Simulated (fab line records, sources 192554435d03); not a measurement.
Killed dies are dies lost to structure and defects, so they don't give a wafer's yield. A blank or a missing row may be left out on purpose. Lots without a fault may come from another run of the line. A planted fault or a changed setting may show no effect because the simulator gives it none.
Which tool did it? | flow n5_finfet | 11 lots, 31 wafers sampled, at 1 step of a route of 1938

WHAT THE GAUGES READ, wafer by wafer
N5_BEOL_M10_OVL_MEAS_12.
lot  | measured     | on         | M10_OVL (nm)
L207 | day 9 17:07  | overlay-02 | -0.6 -1.8 -0.4
L206 | day 9 17:26  | overlay-01 | 0.1 -0.5 0.6
L209 | day 10 16:47 | overlay-01 | -0.4 -0.4
L210 | day 10 21:52 | overlay-01 | 0.2 0.0 0.6
L212 | day 11 05:43 | overlay-02 | 0.6 0.2 -0.2
L211 | day 11 06:20 | overlay-01 | 0.1 1.6 0.8
L214 | day 11 11:09 | overlay-01 | -0.4 0.7 0.4
L222 | day 13 16:52 | overlay-02 | -1.3 -1.4
L226 | day 14 19:02 | overlay-01 | -0.3 0.5 -0.3
L227 | day 15 02:59 | overlay-01 | 0.1 -1.2 -0.4
L229 | day 15 11:17 | overlay-02 | -0.1 0.6 0.7

WHICH TOOL RAN EACH LOT (tool, then ch and the chambers of the sampled wafers, then the start)
The record holds no process step before these readings.

THE ANSWER, worked out from the rows above alone
Rule: what is usual is taken from the lots themselves. Put in order of their means at a reading, lots are off if they are a third of the lots or fewer, leave a main group of 4 or more, and stand apart from it by a gap of 3 or more times the standard deviation of the main group's means; of several such gaps the widest counts. A main group whose means are all the same, to the digits that the tables above print for the reading, isn't used. A lot without any number at a reading at which 4 lots or more have one is off too. The other lots that the step has rows for count as sound.
No lot is off at any reading shown: from this, nothing can be told.

WHAT THE SIMULATOR HAD PUT IN
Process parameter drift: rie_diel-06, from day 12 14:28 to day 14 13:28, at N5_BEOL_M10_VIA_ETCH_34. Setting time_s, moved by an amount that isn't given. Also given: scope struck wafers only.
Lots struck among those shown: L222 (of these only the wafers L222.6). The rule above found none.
